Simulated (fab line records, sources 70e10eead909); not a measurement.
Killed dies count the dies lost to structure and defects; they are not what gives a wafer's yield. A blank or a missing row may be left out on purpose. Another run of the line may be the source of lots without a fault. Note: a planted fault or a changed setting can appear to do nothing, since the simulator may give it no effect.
fab line records | flow nand-harc
[record] lots = 12 | wafers = 36 | last-day = 34
route steps=1302 shown A_STAIRCASE@651 END@1302
lots that met no fault: from a run of the same line without faults
start-h: hours from the record's opening day to when the first of the lot's shown wafers began | wait-h: hours elapsed since this lot's preceding step | " same as the row above | L1.1+2: a single row standing in for several wafers | - value missing, or start not given | * or withheld: withheld | < > ~ a bound
route shown NAME@n: names a module that has steps shown in the file, with the first one's number in the route | usual: mean/standard deviation of fault-free wafers | same: alike in all rows | chamber/n: place in a boat | sites: readings site by site | _std_site: how widely they spread, as a standard deviation | _edge_site: the outer-site mean with the inner-site mean subtracted | radius-mm: for every site, how far away it sits from the centre of the wafer | mask NAME#n: copy n | behind: the most recent tool/chamber to have shaped the wafer | hold: the reason the lot was held/the length of the hold in hours/how it ended | device: the transistor (n, p or np) that didn't switch | end of line: the tests these same wafers got at the end of their route | a step with no rows: only its recipe | killed: not the wafer's yield, but the dies lost to structure and defects at the first sort | map: a wafer's dies, x killed, . not, _ none there
set.NAME: the setting as run; set.NAME@STEP: as run at that earlier step | model.NAME: the simulator's own value behind a step, which no gauge read
steps of the route over a sample of lots; a table a step, a row a wafer
services: from which hour (start-h, from the record's first day; less than 0 if before it) a tool's chamber was out of use, for how many hours, and why
[[steps]]
[step NHARC_A_STAIRCASE_ETCH_169]
[recipe] target-depth-a = 500 | time-s = 107.1 | ion-energy-ev = 120 | ch3f-flow-sccm = 50 | o2-flow-sccm = 30 | ar-flow-sccm = 200 | rf-w = 500 | bias-w = 100 | chemistry = CH3F/O2
[usual] drypump-motor-current-A = 6.13/0.27 | oes-product-au = 0.958/0.017 | rf-vpp-V = 244.3/1.8 | showerhead-plenum-p-Torr = 2.46/0.13 | throttle-valve-pct = 20.664/0.0087
lot.wafer | tool        | chamber | start-h | wait-h | drypump-motor-current-A | oes-product-au | rf-hours-counter-h | rf-vpp-V | showerhead-plenum-p-Torr | throttle-valve-pct
L304.2    | rie-diel-05 | 0       | 357.53  | 0.1    | 5.79                    | 0.981          | 43                 | 243.8    | 2.42                     | 20.643
L304.5    | "           | 1       | "       | "      | 6.10                    | 0.946          | -                  | 243.3    | 2.40                     | 20.661
L304.6    | "           | 2       | "       | "      | 6.13                    | 0.972          | -                  | 242.3    | 2.36                     | 20.671
L305.2    | rie-diel-09 | 2       | 380.61  | 0.1    | 6.31                    | 0.930          | 17                 | 244.0    | 2.35                     | 20.662
L305.1    | "           | 3       | "       | "      | 5.99                    | 0.956          | 19                 | 245.3    | 2.56                     | 20.667
L305.6    | "           | 2       | "       | "      | 6.30                    | 0.938          | -                  | 243.6    | 2.35                     | 20.649
L308.3    | rie-diel-09 | 0       | 403.96  | 0.1    | 6.37                    | 0.933          | 24                 | 243.2    | 2.33                     | 20.672
L308.4    | "           | 1       | "       | "      | 5.53                    | 0.932          | 25                 | 246.0    | 2.60                     | 20.650
L308.2    | "           | 2       | "       | "      | 6.27                    | 0.933          | 26                 | 244.2    | 2.34                     | 20.662
L309.3    | rie-diel-08 | 1       | 409.69  | 0.1    | 5.93                    | 0.977          | 10                 | 247.0    | 2.63                     | 20.660
L309.5    | "           | 1       | "       | "      | 5.93                    | 0.977          | -                  | 247.0    | 2.63                     | 20.668
L309.6    | "           | 2       | "       | "      | 6.36                    | 0.952          | -                  | 246.0    | 2.66                     | 20.664
L310.4    | rie-diel-09 | 2       | 415.26  | 0.1    | 6.29                    | 0.936          | 29                 | 242.1    | 2.34                     | 20.670
L310.5    | "           | 1       | "       | "      | 5.58                    | 0.923          | -                  | 245.9    | 2.60                     | 20.662
L310.6    | "           | 2       | "       | "      | 6.29                    | 0.937          | -                  | 242.7    | 2.34                     | 20.670
L314.3    | rie-diel-09 | 0       | 460.56  | 0.1    | 6.41                    | 0.964          | 41                 | 242.4    | 2.32                     | 20.677
L314.1    | "           | 1       | "       | "      | 5.55                    | 0.952          | 39                 | 246.6    | 2.60                     | 20.660
L314.6    | "           | 3       | "       | "      | 5.99                    | 0.986          | -                  | 245.6    | 2.55                     | 20.654
L313.2    | rie-diel-05 | 2       | 460.75  | 0.1    | 6.12                    | 0.961          | 16                 | 242.1    | 2.35                     | 20.664
L313.4    | "           | 3       | "       | "      | 6.39                    | 0.962          | -                  | 247.0    | 2.65                     | 20.683
L313.5    | "           | 1       | "       | "      | 6.05                    | 0.961          | -                  | 241.6    | 2.39                     | 20.671
L315.2    | rie-diel-08 | 3       | 460.88  | 0.1    | 6.30                    | 0.955          | 21                 | 242.9    | 2.36                     | 20.683
L315.4    | "           | 1       | "       | "      | 5.93                    | 0.982          | 29                 | 245.8    | 2.62                     | 20.661
L315.5    | "           | 2       | "       | "      | 6.31                    | 0.962          | -                  | 247.2    | 2.65                     | 20.672
L316.1    | rie-diel-05 | 2       | 490.58  | 0.1    | 6.12                    | 0.973          | 25                 | 242.1    | 2.34                     | 20.655
L316.4    | "           | 0       | "       | "      | 5.82                    | 0.960          | 14                 | 242.4    | 2.41                     | 20.644
L316.3    | "           | 1       | "       | "      | 6.08                    | 0.967          | 25                 | 244.0    | 2.38                     | 20.667
L324.1    | rie-diel-09 | 0       | 566.84  | 0.1    | 6.40                    | 0.972          | 18                 | 240.8    | 2.31                     | 20.652
L324.3    | "           | 3       | "       | "      | 5.99                    | 0.972          | 18                 | 244.9    | 2.53                     | 20.658
L324.6    | "           | 0       | "       | "      | 6.38                    | 0.964          | -                  | 241.2    | 2.31                     | 20.668
L325.4    | rie-diel-08 | 3       | 571.15  | 0.1    | 6.28                    | 0.994          | 4                  | 243.2    | 2.35                     | 20.662
L325.1    | "           | 2       | "       | "      | 6.34                    | 0.959          | 3                  | 248.0    | 2.64                     | 20.663
L325.6    | "           | 0       | "       | "      | 6.43                    | 0.970          | -                  | 244.3    | 2.46                     | 20.663
L326.3    | rie-diel-05 | 3       | 599.56  | 0.1    | 6.40                    | 0.980          | 1                  | 245.7    | 2.64                     | 20.677
L326.2    | "           | 2       | "       | "      | 6.13                    | 0.967          | 1                  | 244.6    | 2.33                     | 20.670
L326.5    | "           | 3       | "       | "      | 6.41                    | 0.973          | -                  | 246.9    | 2.64                     | 20.648
[step NHARC_A_STAIRCASE_EXPOSE_06]
[recipe] na = 0.5 | dose-mj = 25.43 | mask-id = STAIR
[usual] exposure-dose-mJ-cm2 = 25.427/0.028
lot.wafer | tool           | chamber | start-h | wait-h | mask    | exposure-dose-mJ-cm2
L304.2    | krf-scanner-04 | 0       | 358.90  | -      | STAIR#0 | 25.417
L304.5    | "              | 0       | "       | "      | STAIR#0 | 25.423
L304.6    | "              | 0       | "       | "      | STAIR#0 | 25.449
L305.1    | krf-scanner-03 | 0       | 381.98  | -      | STAIR#0 | 25.350
L305.2    | "              | 0       | "       | "      | STAIR#0 | 25.341
L305.6    | "              | 0       | "       | "      | STAIR#0 | 25.379
L308.2    | krf-scanner-01 | 0       | 405.33  | -      | STAIR#0 | 25.418
L308.3    | "              | 0       | "       | "      | STAIR#0 | 25.433
L308.4    | "              | 0       | "       | "      | STAIR#0 | 25.442
L309.3    | krf-scanner-04 | 0       | 411.08  | -      | STAIR#0 | 25.443
L309.5    | "              | 0       | "       | "      | STAIR#0 | 25.416
L309.6    | "              | 0       | "       | "      | STAIR#0 | 25.421
L310.4    | krf-scanner-03 | 0       | 416.74  | -      | STAIR#0 | 25.471
L310.5    | "              | 0       | "       | "      | STAIR#0 | 25.431
L310.6    | "              | 0       | "       | "      | STAIR#0 | 25.450
L314.1    | krf-scanner-04 | 0       | 461.79  | -      | STAIR#0 | 25.440
L314.3    | "              | 0       | "       | "      | STAIR#0 | 25.417
L314.6    | "              | 0       | "       | "      | STAIR#0 | 25.414
L313.2    | krf-scanner-01 | 0       | 462.15  | -      | STAIR#0 | 25.427
L313.4    | "              | 0       | "       | "      | STAIR#0 | 25.441
L313.5    | "              | 0       | "       | "      | STAIR#0 | 25.416
L315.2    | krf-scanner-03 | 0       | 462.31  | -      | STAIR#0 | 25.439
L315.4    | "              | 0       | "       | "      | STAIR#0 | 25.428
L315.5    | "              | 0       | "       | "      | STAIR#0 | 25.445
L316.1    | krf-scanner-03 | 0       | 491.82  | -      | STAIR#0 | 25.456
L316.3    | "              | 0       | "       | "      | STAIR#0 | 25.404
L316.4    | "              | 0       | "       | "      | STAIR#0 | 25.441
L324.1    | krf-scanner-01 | 0       | 568.21  | -      | STAIR#0 | 21.677
L324.3    | "              | 0       | "       | "      | STAIR#0 | 21.684
L324.6    | "              | 0       | "       | "      | STAIR#0 | 21.686
L325.1    | krf-scanner-03 | 0       | 572.51  | -      | STAIR#0 | 25.383
L325.4    | "              | 0       | "       | "      | STAIR#0 | 25.409
L325.6    | "              | 0       | "       | "      | STAIR#0 | 25.460
L326.2    | krf-scanner-01 | 0       | 600.81  | -      | STAIR#0 | 21.629
L326.3    | "              | 0       | "       | "      | STAIR#0 | 21.631
L326.5    | "              | 0       | "       | "      | STAIR#0 | 21.635
[step NHARC_A_STAIRCASE_TRIM_14]
[recipe] time-s = 211.2 | o2-flow-sccm = 500 | ar-flow-sccm = 0 | bias-w = 0 | chemistry = O2
[usual] drypump-motor-current-A = 6.19/0.24 | oes-product-au = 0.999/0.0092 | rf-vpp-V = 57.7/0.9 | showerhead-plenum-p-Torr = 3.55/0.17 | throttle-valve-pct = 17.036/0.0093
lot.wafer | tool        | chamber | start-h | wait-h | drypump-motor-current-A | oes-product-au | rf-hours-counter-h | rf-vpp-V | showerhead-plenum-p-Torr | throttle-valve-pct
L304.2    | rie-diel-09 | 2       | -       | -      | 6.29                    | 0.991          | 11                 | 58.0     | 3.38                     | 17.050
L304.6    | "           | 0       | "       | "      | 6.40                    | 1.007          | -                  | 56.9     | 3.36                     | 17.028
L304.5    | "           | 1       | "       | "      | 5.56                    | 1.004          | -                  | 58.1     | 3.74                     | 17.022
L305.1    | rie-diel-09 | 3       | -       | -      | 6.00                    | 1.010          | 19                 | 57.6     | 3.66                     | 17.037
L305.2    | "           | 0       | "       | "      | 6.39                    | 0.999          | 18                 | 58.6     | 3.36                     | 17.047
L305.6    | "           | 3       | "       | "      | 6.00                    | 1.002          | -                  | 58.0     | 3.66                     | 17.042
L308.3    | rie-diel-09 | 3       | -       | -      | 6.02                    | 1.019          | 26                 | 60.1     | 3.66                     | 17.043
L308.2    | "           | 0       | "       | "      | 6.45                    | 1.007          | 24                 | 57.0     | 3.35                     | 17.045
L308.4    | "           | 2       | "       | "      | 6.30                    | 1.001          | 26                 | 57.6     | 3.37                     | 17.053
L309.3    | rie-diel-08 | 2       | -       | -      | 6.32                    | 0.989          | 9                  | 57.8     | 3.80                     | 17.043
L309.6    | "           | 2       | "       | "      | 6.31                    | 0.988          | -                  | 57.5     | 3.80                     | 17.024
L309.5    | "           | 3       | "       | "      | 6.32                    | 0.982          | -                  | 58.6     | 3.40                     | 17.037
L310.4    | rie-diel-09 | 3       | -       | -      | 5.99                    | 1.014          | 29                 | 57.9     | 3.66                     | 17.022
L310.5    | "           | 3       | "       | "      | 5.99                    | 1.017          | -                  | 59.0     | 3.66                     | 17.044
L310.6    | "           | 0       | "       | "      | 6.42                    | 1.002          | -                  | 57.0     | 3.35                     | 17.038
L314.3    | rie-diel-05 | 3       | -       | -      | 6.42                    | 0.990          | 16                 | 56.4     | 3.80                     | 17.029
L314.1    | "           | 1       | "       | "      | 6.08                    | 1.000          | 16                 | 57.9     | 3.43                     | 17.048
L314.6    | "           | 3       | "       | "      | 6.43                    | 0.992          | -                  | 58.3     | 3.80                     | 17.042
L313.2    | rie-diel-09 | 0       | -       | -      | 6.46                    | 0.989          | 41                 | 57.7     | 3.34                     | 17.030
L313.4    | "           | 2       | "       | "      | 6.28                    | 1.000          | 41                 | 56.2     | 3.36                     | 17.039
L313.5    | "           | 0       | "       | "      | 6.41                    | 1.001          | -                  | 56.7     | 3.34                     | 17.041
L315.2    | rie-diel-05 | 1       | -       | -      | 6.07                    | 0.986          | 16                 | 56.4     | 3.43                     | 17.049
L315.4    | "           | 2       | "       | "      | 6.15                    | 1.005          | -                  | 57.8     | 3.37                     | 17.031
L315.5    | "           | 1       | "       | "      | 6.09                    | 0.989          | -                  | 57.9     | 3.43                     | 17.033
L316.1    | rie-diel-08 | 2       | -       | -      | 6.35                    | 0.996          | 36                 | 57.0     | 3.79                     | 17.047
L316.3    | "           | 3       | "       | "      | 6.29                    | 0.988          | 31                 | 56.4     | 3.39                     | 17.041
L316.4    | "           | 0       | "       | "      | 6.40                    | 0.995          | -                  | 56.9     | 3.54                     | 17.035
L324.3    | rie-diel-08 | 3       | -       | -      | 6.30                    | 1.012          | 4                  | 58.5     | 3.37                     | 17.049
L324.1    | "           | 2       | "       | "      | 6.36                    | 1.011          | 3                  | 59.5     | 3.78                     | 17.019
L324.6    | "           | 0       | "       | "      | 6.45                    | 0.997          | -                  | 58.7     | 3.53                     | 17.046
L325.1    | rie-diel-08 | 0       | -       | -      | 6.43                    | 1.002          | 5                  | 56.3     | 3.53                     | 17.025
L325.4    | "           | 2       | "       | "      | 6.35                    | 0.998          | 3                  | 57.9     | 3.77                     | 17.036
L325.6    | "           | 0       | "       | "      | 6.43                    | 1.005          | -                  | 58.7     | 3.53                     | 17.044
L326.2    | rie-diel-05 | 0       | -       | -      | 5.86                    | 0.991          | 2                  | 57.0     | 3.44                     | 17.042
L326.3    | "           | 1       | "       | "      | 6.09                    | 1.007          | 2                  | 59.9     | 3.41                     | 17.037
L326.5    | "           | 2       | "       | "      | 6.13                    | 0.977          | -                  | 56.8     | 3.35                     | 17.041
[step NHARC_A_STAIRCASE_ETCH_15]
[recipe] target-depth-a = 1000 | time-s = 40.5 | ion-energy-ev = 400 | c4f8-flow-sccm = 20 | o2-flow-sccm = 10 | ar-flow-sccm = withheld | rf-w = 600 | bias-w = 1000 | chemistry = C4F8/O2
[usual] oes-product-au = 0.941/0.011 | rf-vpp-V = 897/6.3
lot.wafer | tool        | chamber | start-h | wait-h | oes-product-au | rf-hours-counter-h | rf-vpp-V
L304.2    | rie-diel-09 | 0       | -       | -      | 0.961          | 11                 | 890
L304.5    | "           | 3       | "       | "      | 0.964          | -                  | 900
L304.6    | "           | 0       | "       | "      | 0.937          | -                  | 890
L305.2    | rie-diel-09 | 0       | -       | -      | 0.945          | 18                 | 890
L305.1    | "           | 2       | "       | "      | 0.945          | 18                 | 890
L305.6    | "           | 3       | "       | "      | 0.950          | -                  | 900
L308.2    | rie-diel-09 | 0       | -       | -      | 0.948          | 24                 | 890
L308.3    | "           | 1       | "       | "      | 0.956          | 25                 | 904
L308.4    | "           | 2       | "       | "      | 0.969          | 26                 | 890
L309.3    | rie-diel-08 | 0       | -       | -      | 0.934          | 12                 | 897
L309.5    | "           | 1       | "       | "      | 0.945          | -                  | 904
L309.6    | "           | 2       | "       | "      | 0.931          | -                  | 905
L310.4    | rie-diel-09 | 0       | -       | -      | 0.951          | 28                 | 889
L310.5    | "           | 2       | "       | "      | 0.946          | -                  | 889
L310.6    | "           | 3       | "       | "      | 0.951          | -                  | 899
L314.1    | rie-diel-05 | 3       | -       | -      | 0.929          | 16                 | 906
L314.3    | "           | 1       | "       | "      | 0.930          | 16                 | 893
L314.6    | "           | 2       | "       | "      | 0.937          | -                  | 890
L313.2    | rie-diel-09 | 3       | -       | -      | 0.945          | 43                 | 900
L313.4    | "           | 1       | "       | "      | 0.942          | 39                 | 904
L313.5    | "           | 3       | "       | "      | 0.947          | -                  | 901
L315.2    | rie-diel-05 | 1       | -       | -      | 0.937          | 16                 | 893
L315.5    | "           | 1       | "       | "      | 0.924          | -                  | 893
L315.4    | "           | 3       | "       | "      | 0.933          | -                  | 906
L316.3    | rie-diel-08 | 3       | -       | -      | 0.931          | 32                 | 892
L316.1    | "           | 0       | "       | "      | 0.935          | 40                 | 897
L316.4    | "           | 0       | "       | "      | 0.938          | -                  | 896
L324.1    | rie-diel-08 | 1       | -       | -      | 0.957          | 3                  | 904
L324.3    | "           | 0       | "       | "      | 0.930          | 4                  | 897
L324.6    | "           | 2       | "       | "      | 0.959          | -                  | 905
L325.1    | rie-diel-08 | 2       | -       | -      | 0.944          | 4                  | 904
L325.4    | "           | 0       | "       | "      | 0.934          | 5                  | 897
L325.6    | "           | 3       | "       | "      | 0.936          | -                  | 888
L326.3    | rie-diel-05 | 1       | -       | -      | 0.946          | 2                  | 892
L326.2    | "           | 3       | "       | "      | 0.932          | 2                  | 905
L326.5    | "           | 2       | "       | "      | 0.912          | -                  | 889
[step NHARC_END_SORT_01]
[recipe] temp-c = 25
[usual] killed-at-array = 59/20 | killed-at-other = 0.8/1.2 | killed-at-periphery = 3.5/2.2 | killed-dies = 63/20 | killed-open = 3.3/1.8 | killed-short = 2.6/1.7
[same] gross-dies = 677
lot.wafer | tool      | chamber | start-h | wait-h | killed-at-array | killed-at-other | killed-at-periphery | killed-dies | killed-open | killed-short
L305.1    | prober-02 | 0       | 587.88  | 2.5    | 65              | 0               | 4                   | 69          | 1           | 1
L305.2    | prober-02 | 0       | 588.68  | 2.8    | 85              | 0               | 3                   | 88          | 3           | 7
L305.6    | prober-02 | 0       | 591.91  | 4.0    | 80              | 1               | 4                   | 85          | 8           | 3
L316.1    | prober-01 | 0       | 693.13  | 2.5    | 39              | 1               | 3                   | 43          | 2           | 1
L316.3    | prober-01 | 0       | 694.74  | 3.1    | 35              | 0               | 4                   | 39          | 6           | 2
L316.4    | prober-01 | 0       | 695.54  | 3.4    | 27              | 1               | 2                   | 30          | 2           | 1
// killed by level:class
L305.1 A_CHANNEL_HOLE_D2:chamber-film-flake=26 A_SLIT:chamber-film-flake=25 A_CONTACT:chamber-film-flake=6 A_STAIRCASE:chamber-film-flake=4 P_ZERO_WELL:chamber-film-flake=2 A_CHANNEL_HOLE_D1:chamber-film-flake=2 P_M0:geometric-particle:open=1 A_CONTACT:geometric-particle:short=1
L305.2 A_CHANNEL_HOLE_D2:chamber-film-flake=36 A_SLIT:chamber-film-flake=30 A_CONTACT:chamber-film-flake=4 P_GATE:chamber-film-flake=3 A_CHANNEL_FILL_D2:geometric-particle:open=2 A_WL_FILL:geometric-particle:short=2 A_BLC:geometric-particle:short=2 A_STAIRCASE:chamber-film-flake=2
L305.6 A_CHANNEL_HOLE_D2:chamber-film-flake=32 A_SLIT:chamber-film-flake=26 A_CHANNEL_HOLE_D1:chamber-film-flake=6 A_STAIRCASE:chamber-film-flake=3 A_ONON_D2:geometric-particle:open=2 A_WL_FILL:geometric-particle:short=2 A_CONTACT:chamber-film-flake=2 P_CONTACT:geometric-particle:open=1
L316.1 A_CHANNEL_HOLE_D1:chamber-film-flake=14 A_CONTACT:chamber-film-flake=9 A_SLIT:chamber-film-flake=5 A_SGD_CUT:chamber-film-flake=3 P_STI:chamber-film-flake=2 A_CHANNEL_FILL_D2:chamber-film-flake=2 A_M0:chamber-film-flake=2 A_DECK1_JOINT:geometric-particle:short=1
L316.3 A_SGD_CUT:chamber-film-flake=8 A_CONTACT:chamber-film-flake=8 A_CHANNEL_HOLE_D1:chamber-film-flake=7 A_SLIT:chamber-film-flake=2 A_M0:chamber-film-flake=2 P_STI:geometric-particle:open=1 A_SOURCE_PLATE:geometric-particle:open=1 A_ONON_D1:geometric-particle:open=1
L316.4 A_SGD_CUT:chamber-film-flake=11 A_CONTACT:chamber-film-flake=5 A_CHANNEL_HOLE_D1:chamber-film-flake=4 A_M0:chamber-film-flake=2 A_ONON_D1:geometric-particle:short=1 A_CHANNEL_FILL_D1:geometric-particle:open=1 A_BLC:geometric-particle:open=1 P_STI:chamber-film-flake=1
[[services]]
tool           | chamber | start-h | hours | kind
rie-diel-05    | 1       | 344.18  | 2.7   | repair
krf-scanner-04 | -       | 354.00  | 4.0   | pm
rie-diel-09    | 0       | 354.53  | -     | clean
rie-diel-09    | 1       | 354.53  | -     | clean
rie-diel-08    | -       | 370.21  | 9.0   | pm
krf-scanner-03 | -       | 396.01  | 4.0   | pm
rie-diel-05    | -       | 406.94  | 9.0   | pm
rie-diel-08    | 3       | 412.08  | 4.3   | repair
rie-diel-05    | 1       | 427.45  | 4.4   | repair
rie-diel-05    | 0       | 450.35  | 27.5  | repair
krf-scanner-01 | -       | 464.67  | 1.4   | repair
krf-scanner-01 | -       | 484.00  | 4.0   | pm
rie-diel-08    | 1       | 488.52  | 14.4  | repair
rie-diel-09    | -       | 498.03  | 9.0   | pm
krf-scanner-04 | -       | 524.74  | 0.3   | repair
krf-scanner-04 | -       | 526.00  | 4.0   | pm
rie-diel-09    | 1       | 527.53  | 4.6   | repair
krf-scanner-01 | -       | 541.13  | 0.6   | repair
krf-scanner-01 | -       | 542.47  | 0.8   | repair
rie-diel-08    | -       | 547.21  | 9.0   | pm
krf-scanner-01 | -       | 552.48  | 0.4   | repair
krf-scanner-03 | -       | 568.01  | 4.0   | pm
rie-diel-05    | -       | 583.94  | 9.0   | pm
krf-scanner-04 | -       | 597.04  | 2.1   | repair
[[key]]
[first-sign] step = NHARC_A_STAIRCASE_EXPOSE_06 | reading = exposure-dose-mJ-cm2 | direction = down | sigmas = 99+ | usual = 25.427 | struck = 21.657
effect none on later readings
met-at NHARC_A_STAIRCASE_EXPOSE_06
struck-lots L324,L326
tester-left-out L324,L326
not-acting-at NHARC_A_STAIRCASE_ETCH_169,NHARC_A_STAIRCASE_TRIM_14,NHARC_A_STAIRCASE_ETCH_15
onset-between 462.15 568.21
[fault] kind = process-parameter-drift | tool = krf-scanner-01 | chamber = - | onset-h = 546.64 | steps = NHARC_A_STAIRCASE_EXPOSE_06 | channel = dose-mj | offset = -3.7617 | shape = step | acts-in = these-recipes-only | stated = 25.43
// tester-left-out: of these lots the tester's yield and bins aren't shown, on N5 and GAA mostly nor the transistor test; their killed dies are dies lost to structure and defects alone, not to doping, threshold or leakage, so they don't give the yield
